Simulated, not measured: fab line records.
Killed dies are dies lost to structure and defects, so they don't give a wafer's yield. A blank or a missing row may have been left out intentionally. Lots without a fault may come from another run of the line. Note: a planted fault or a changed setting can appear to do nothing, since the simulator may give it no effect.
Split-lot experiment :: flow n5Finfet :: 7 lots, 21 wafers read, on a route of 1938 steps

## SPLIT DETAILS
At N5_BEOL_M5_ETCH_41 (etches SiCN in CH3F/O2, target depth 31.5 nm, time 56.7 s), the setting sourceW was moved away from the recipe's 395 W on 3 of the 21 wafers read, by -8.2% to +15.7%. This setting was run at the recipe's value on the other wafers.

The reading is taken at the split's own step.

## THE READING
rfVppV, in V, at N5_BEOL_M5_ETCH_41 (etches SiCN in CH3F/O2, target depth 31.5 nm, time 56.7 s). Fault-free wafers of this fab line usually give 297.5 V, standard deviation 1.6 V.

wafer: L077.1
tool, chamber at the split: rieDiel-05, 3
sourceW as run, W: 395
against the recipe: recipe
rfVppV, V: 297.0
against lot-mates on the recipe: -

wafer: L077.2
tool, chamber at the split: rieDiel-05, 0
sourceW as run, W: 395
against the recipe: recipe
rfVppV, V: 297.1
against lot-mates on the recipe: -

wafer: L077.6
tool, chamber at the split: rieDiel-05, 3
sourceW as run, W: 457.2
against the recipe: +15.7%
rfVppV, V: 283.2
against lot-mates on the recipe: -13.9

wafer: L081.1
tool, chamber at the split: rieDiel-02, 0
sourceW as run, W: 395
against the recipe: recipe
rfVppV, V: 294.7
against lot-mates on the recipe: -

wafer: L081.4
tool, chamber at the split: rieDiel-02, 3
sourceW as run, W: 395
against the recipe: recipe
rfVppV, V: 297.5
against lot-mates on the recipe: -

wafer: L081.6
tool, chamber at the split: rieDiel-02, 1
sourceW as run, W: 395
against the recipe: recipe
rfVppV, V: 300.0
against lot-mates on the recipe: -

wafer: L080.1
tool, chamber at the split: rieDiel-05, 3
sourceW as run, W: 395
against the recipe: recipe
rfVppV, V: 297.5
against lot-mates on the recipe: -

wafer: L080.3
tool, chamber at the split: rieDiel-05, 2
sourceW as run, W: 395
against the recipe: recipe
rfVppV, V: 295.8
against lot-mates on the recipe: -

wafer: L080.4
tool, chamber at the split: rieDiel-05, 1
sourceW as run, W: 395
against the recipe: recipe
rfVppV, V: 297.2
against lot-mates on the recipe: -

wafer: L086.1
tool, chamber at the split: rieDiel-04, 1
sourceW as run, W: 395
against the recipe: recipe
rfVppV, V: 297.1
against lot-mates on the recipe: -

wafer: L086.3
tool, chamber at the split: rieDiel-04, 3
sourceW as run, W: 362.5
against the recipe: -8.2%
rfVppV, V: 310.0
against lot-mates on the recipe: +12.9

wafer: L086.5
tool, chamber at the split: rieDiel-04, 2
sourceW as run, W: 362.5
against the recipe: -8.2%
rfVppV, V: 307.0
against lot-mates on the recipe: +9.9

wafer: L090.2
tool, chamber at the split: rieDiel-04, 0
sourceW as run, W: 395
against the recipe: recipe
rfVppV, V: 295.9
against lot-mates on the recipe: -

wafer: L090.3
tool, chamber at the split: rieDiel-04, 1
sourceW as run, W: 395
against the recipe: recipe
rfVppV, V: 294.6
against lot-mates on the recipe: -

wafer: L090.5
tool, chamber at the split: rieDiel-04, 2
sourceW as run, W: 395
against the recipe: recipe
rfVppV, V: 298.5
against lot-mates on the recipe: -

wafer: L092.2
tool, chamber at the split: rieDiel-04, 1
sourceW as run, W: 395
against the recipe: recipe
rfVppV, V: 295.0
against lot-mates on the recipe: -

wafer: L092.4
tool, chamber at the split: rieDiel-04, 3
sourceW as run, W: 395
against the recipe: recipe
rfVppV, V: 299.7
against lot-mates on the recipe: -

wafer: L092.6
tool, chamber at the split: rieDiel-04, 1
sourceW as run, W: 395
against the recipe: recipe
rfVppV, V: 294.4
against lot-mates on the recipe: -

wafer: L096.1
tool, chamber at the split: rieDiel-05, 2
sourceW as run, W: 395
against the recipe: recipe
rfVppV, V: 294.7
against lot-mates on the recipe: -

wafer: L096.2
tool, chamber at the split: rieDiel-05, 1
sourceW as run, W: 395
against the recipe: recipe
rfVppV, V: 298.2
against lot-mates on the recipe: -

wafer: L096.6
tool, chamber at the split: rieDiel-05, 1
sourceW as run, W: 395
against the recipe: recipe
rfVppV, V: 298.3
against lot-mates on the recipe: -

FIT RESULTS
A straight line over all 21 wafers: rfVppV changes by -1.06 V for each +1% of sourceW; r = -0.92; the points scatter about the line by 2 V.
The same after taking each lot's own level away (the mean of its wafers on the recipe; 21 wafers): -1.06 V for each +1%; r = -0.92; scatter 2 V.
According to that fit, moving sourceW by its largest amount changes the reading by 17 V.
The lots' own levels span 296.33 to 297.40 V, that is 0.7 times the standard deviation above.
The two slopes are in agreement: the lot-to-lot level therefore moves the slope only a little.
Check: -21.8 V against its lot-mates is what the line predicts for one of the wafers moved furthest among these (+15.7%) when that wafer is left out of the fit. It came out at -13.9 V against them.
Tool readings at the split's step, against how far the setting was moved: rfVppV r = -0.92.

## OTHER SPLITS APPLIED TO THESE WAFERS
Other splits were also applied to these wafers ahead of the reading. Each is held against what the fit with the lots' levels taken away leaves over:
other split on the same wafers: N5_BEOL_M3_TRENCH_ETCH_37 sourceW
wafers away from the commonest value: 7
r with rfVppV (lot level and that fit taken away): -0.55

other split on the same wafers: N5_BEOL_M4_COAT_22 spinRpm
wafers away from the commonest value: 9
r with rfVppV (lot level and that fit taken away): +0.37

other split on the same wafers: N5_BEOL_M4_EXPOSE_25 doseMj
wafers away from the commonest value: 4
r with rfVppV (lot level and that fit taken away): +0.06

other split on the same wafers: N5_BEOL_M5_PECVD_70 timeS
wafers away from the commonest value: 7
r with rfVppV (lot level and that fit taken away): +0.45

other split on the same wafers: N5_BEOL_M5_TRENCH_ETCH_37 timeS
wafers away from the commonest value: 8
r with rfVppV (lot level and that fit taken away): -0.06

## THE FILE'S OWN FIT
rfVppV changes by -0.987 V for each +1% of sourceW, r = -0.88.
